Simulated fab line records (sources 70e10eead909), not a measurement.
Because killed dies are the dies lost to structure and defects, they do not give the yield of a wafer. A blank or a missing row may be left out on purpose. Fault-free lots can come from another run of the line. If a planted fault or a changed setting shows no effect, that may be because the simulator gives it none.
A lot that was struck, set against a sound lot -- flow nand harc -- 14 steps out of a route of 1159
Sound: the wafers L857.1, L857.2, L857.5. Wafers L864.3, L864.5, L864.6 were the ones struck. The cause is given at the end.
Order at every step that has rows: each side's tool, ch and its chambers, its first start. Under that, the readings that differ: sound wafers -- struck wafers -- difference of the means -- sigmas: that difference in standard deviations of wafers without a fault.
alike: readings with means less than 2 such deviations apart, plus words and numbers identical on both sides. not compared: withheld readings, readings lacking a value on some wafer, bounds such as >300 that could conceal the same value, and numbers that have no deviation in the record and whose values overlap.
A row with sigmas, a row that says differs or no value, or rows on one side alone: a step with any of these is where the two part. Non-overlapping numbers with no deviation appear without sigmas and do not part them. A reading that every wafer of one side lacks parts them only if that side has two wafers or more.

NHARC_P_CONTACT_PVD_32: deposits Ti, target thk 5 nm, time 17.7 s.
  sound on pvd sputter-03; struck on pvd sputter-03
  alike: cathode dc power W, throttle valve pct
NHARC_P_CONTACT_ALD_22: deposits TiN, target thk 3 nm, pulse time 1 s, ald cycles 150.
  sound on ald metal-02 ch 0,3, day 7 07:05; struck on ald metal-01 ch 0,1, day 9 14:22
  alike: heater power w, precursor pulse height rel
NHARC_P_CONTACT_CVD_23: deposits W, target thk 200 nm, time 557 s.
  sound on cvd w-01 ch 0,1; struck on cvd w-01 ch 0,1
  alike: heater power w, mfc wf6 sccm, throttle valve pct
NHARC_P_CONTACT_CMP_24: polishes, t overpolish 30 s, target thk 200 nm.
  sound on cmp-02 ch 1,2,3, day 7 13:17; struck on cmp-02 ch 0,1,2, day 9 18:49
  alike: motor current A, overpolish run s, retaining ring pressure frac, slurry flow ml min, time to endpoint s
following that, these wafers have no rows for 1 step: NHARC_P_CONTACT_SRD_26.
NHARC_P_CONTACT_INSPECT_27:
  sound: defect inspect-01 at day 7 13:40; struck: defect inspect-01 at day 9 19:09
  alike: raw defect count
then, 5 steps without rows for these wafers: NHARC_P_M0_DEP_00 (deposits SiOC, target thk 150 nm); NHARC_P_M0_DEHYDRATE_01 (time 120 s); NHARC_P_M0_HMDS_02 (time 30 s); NHARC_P_M0_COAT_33 (time 65 s); NHARC_P_M0_COAT_03 (resist thk 90 nm).
NHARC_P_M0_SOFTBAKE_04: time 55 s.
  sound on litho track-06 ch 0, day 7 14:00; struck on litho track-06 ch 0, day 9 19:00
reading,sound,struck,difference,sigmas
heater power total W (W),188.29 188.52 188.36,176.81 176.89 176.92,-11.52,-82
following that, these wafers have no rows for 1 step: NHARC_P_M0_EBR_05.
-- break in the record here, with 14 days between the starts of the struck wafers on either side (left off in module P_M0, picked up again in module END, where the first step shown is number 1159 on the route) --
NHARC_END_SORT_01:
  sound on prober-01 ch 0, day 21 00:19; struck on prober-02 ch 0, day 23 23:07
reading,sound,struck,difference,sigmas
killed at other,0 0 0,2 5 0,+2,+2
  alike: defect limited yield, killed at array, killed at periphery, killed dies, killed open, killed short, sort_bin_2_pct, sort_bin_3_pct, sort_bin_4_pct, sort n pass, sort rim yield pct, sort yield pct

WHERE THEY PART
Last at NHARC_END_SORT_01 as far as this record goes, first at NHARC_P_M0_SOFTBAKE_04.

WHY: whatever the simulator had introduced
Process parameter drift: litho track-06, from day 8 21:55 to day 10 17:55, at NHARC_P_M0_SOFTBAKE_04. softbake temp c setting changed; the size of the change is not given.
